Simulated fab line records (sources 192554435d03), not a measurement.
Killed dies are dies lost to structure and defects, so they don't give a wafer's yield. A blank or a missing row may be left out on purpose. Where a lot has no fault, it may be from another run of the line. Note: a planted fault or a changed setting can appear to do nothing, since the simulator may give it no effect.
Matching of chambers    flow n5 finfet    N5_BEOL_M9_VIA_ETCH_34 on rie diel-01: 4 sister chambers
The step etches SiCOH lowk in C4F6/O2, target depth 182.4 nm, time 68.4 s. 16 wafers are shown with their chamber, then 8 later ones without.

WAFERS PAIRED WITH THEIR CHAMBERS
wafer   chamber  throttle valve pct (%)  showerhead plenum p Torr (Torr)  rf vpp V (V)
L529.3  1        20.87                   2.88                             677
L529.4  3        20.59                   2.91                             665
L529.6  1        20.87                   2.88                             678
L534.2  3        20.61                   2.90                             666
L534.3  2        20.58                   2.76                             671
L534.6  1        20.88                   2.87                             678
L536.1  3        20.62                   2.90                             665
L536.2  1        20.88                   2.87                             678
L536.3  2        20.59                   2.76                             669
L543.2  1        20.90                   2.87                             676
L543.5  3        20.64                   2.89                             666
L543.6  2        20.60                   2.75                             669
L542.2  2        20.60                   2.75                             670
L542.5  0        20.97                   2.84                             662
L542.6  3        20.63                   2.89                             666
L546.1  2        20.61                   2.75                             670

SIGNATURES (means of the wafers above)
reading                   chamber 0  chamber 1  chamber 2  chamber 3  scatter within a chamber
throttle valve pct        20.9700    20.8800    20.5960    20.6180    0.0147
showerhead plenum p Torr  2.8400     2.8740     2.7540     2.8980     0.00658
rf vpp V                  662.00     677.40     669.80     665.60     0.775
Rule: a wafer's distance from a chamber is the root of the sum, over the readings, of the square of ((its reading less the chamber's mean) divided by the reading's scatter). If the next closest chamber is less than 2 further off than the closest, the wafer can't be placed; otherwise it belongs to the closest. The scatter: the root of (the sum of the squares of (reading less its chamber's mean) over the shown wafers, divided by (wafers less chambers)).

WAFERS MISSING THEIR CHAMBER
wafer   throttle valve pct (%)  showerhead plenum p Torr (Torr)  rf vpp V (V)
L546.2  20.97                   2.83                             660
L546.6  20.65                   2.89                             664
L549.1  20.65                   2.89                             665
L549.2  20.95                   2.86                             677
L549.5  20.66                   2.89                             667
L547.1  20.62                   2.74                             669
L547.2  20.64                   2.89                             665
L547.4  20.97                   2.83                             662

CHAMBER TAKEN BY EACH
wafer   from the rows above  in truth
L546.2  0                    0
L546.6  3                    3
L549.1  3                    3
L549.2  1                    1
L549.5  3                    3
L547.1  2                    2
L547.2  3                    3
L547.4  0                    0
Correct placement for 8 of the 8. Not placeable from these rows: 0. Wrongly placed: 0.
